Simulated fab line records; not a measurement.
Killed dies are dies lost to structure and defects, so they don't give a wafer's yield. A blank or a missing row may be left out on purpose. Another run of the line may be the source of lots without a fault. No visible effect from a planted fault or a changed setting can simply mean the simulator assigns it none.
Lot-split experiment + flow n5Finfet + on a route of 1938 steps: 7 lots, 21 wafers read

== ABOUT THE SPLIT ==
At N5_BEOL_M6_ALD_77 (deposits TaN, target thk 2 nm, pulse time 2 s, purge time 3 s), the setting aldCycles was moved away from the recipe's 40 on 9 of the 21 wafers read, by -15.0% to +15.0%. For the rest of the wafers, this setting stayed at what the recipe calls for.

Reading taken at the split's own step.

== THE READING ==
TaN_of_BEOL_M6_ALD_77.thkNm (the simulator's own value, which no gauge read), in nm, at N5_BEOL_M6_ALD_77 (deposits TaN, target thk 2 nm, pulse time 2 s, purge time 3 s). The file does not state a usual value for it.

| wafer  | tool, chamber at the split | aldCycles as run | against the recipe | TaN_of_BEOL_M6_ALD_77.thkNm, nm | against lot-mates on the recipe |
|--------|----------------------------|------------------|--------------------|---------------------------------|---------------------------------|
| L076.1 | aldMetal-04, 1,3           | 46               | +15.0%             | 2.4                             | no lot-mate on the recipe       |
| L076.3 | aldMetal-04, 1,3           | 46               | +15.0%             | 2.4                             | no lot-mate on the recipe       |
| L076.6 | aldMetal-04, 0             | 46               | +15.0%             | 2.2                             | no lot-mate on the recipe       |
| L077.1 | aldMetal-04, 3,0           | 40               | recipe             | 2                               | -                               |
| L077.6 | aldMetal-04, 3,0           | 40               | recipe             | 2                               | -                               |
| L077.2 | aldMetal-04, 0             | 36               | -10.0%             | 1.8                             | -0.2                            |
| L081.1 | aldMetal-01, 0,3,1         | 40               | recipe             | 2                               | -                               |
| L081.2 | aldMetal-01, 0,3,1         | 40               | recipe             | 2                               | -                               |
| L081.3 | aldMetal-01, 0,3,1         | 40               | recipe             | 2                               | -                               |
| L084.2 | aldMetal-04, 1,0           | 34               | -15.0%             | 1.8                             | -0.2                            |
| L084.4 | aldMetal-04, 1,0           | 34               | -15.0%             | 1.8                             | -0.2                            |
| L084.6 | aldMetal-04, 2             | 40               | recipe             | 2                               | -                               |
| L085.1 | aldMetal-02, 2             | 40               | recipe             | 2                               | -                               |
| L085.5 | aldMetal-02, 2             | 40               | recipe             | 2                               | -                               |
| L085.2 | aldMetal-02, 1             | 38               | -5.0%              | 1.8                             | -0.2                            |
| L088.1 | aldMetal-01, 1             | 46               | +15.0%             | 2.2                             | +0.2                            |
| L088.5 | aldMetal-01, 3,2           | 40               | recipe             | 2                               | -                               |
| L088.6 | aldMetal-01, 3,2           | 40               | recipe             | 2                               | -                               |
| L094.1 | aldMetal-04, 1             | 35               | -12.5%             | 1.8                             | -0.2                            |
| L094.3 | aldMetal-04, 2,0           | 40               | recipe             | 2                               | -                               |
| L094.6 | aldMetal-04, 2,0           | 40               | recipe             | 2                               | -                               |
Where a row lists several chambers, the file gives one row for several wafers and doesn't say which wafer went through which chamber.

THE FIT
A straight line over all 21 wafers: TaN_of_BEOL_M6_ALD_77.thkNm changes by +0.0181 nm for each +1% of aldCycles; r = +0.94; the points scatter about the line by 0.059 nm.
The same after taking each lot's own level away (the mean of its wafers on the recipe; 18 wafers): +0.0147 nm for each +1%; r = +0.95; scatter 0.034 nm.
Per that fit: largest aldCycles move, reading shift of 0.22 nm.
The lots' own levels span 2.00 to 2.00 nm.
So the slope is not independent of the lot-to-lot level: the two fits are not the same.
Check: -0.24 nm against its lot-mates is what the line predicts for one of the wafers moved furthest among these (-15.0%) when that wafer is left out of the fit. It came out at -0.2 nm against them.

== OTHER SPLITS APPLIED TO THESE WAFERS ==
These wafers also went through other splits before the reading. Each is held against what the fit with the lots' levels taken away leaves over:
| other split on the same wafers  | wafers away from the commonest value | r with TaN_of_BEOL_M6_ALD_77.thkNm (lot level and that fit taken away) |
|---------------------------------|--------------------------------------|------------------------------------------------------------------------|
| N5_BEOL_M5_EXPOSE_08 doseMj     | 9                                    | -0.08                                                                  |
| N5_BEOL_M5_TRENCH_ETCH_37 biasW | 10                                   | -0.39                                                                  |

== THE FILE'S OWN FIT ==
TaN_of_BEOL_M6_ALD_77.thkNm changes by +0.0157 nm for each +1% of aldCycles, r = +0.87.
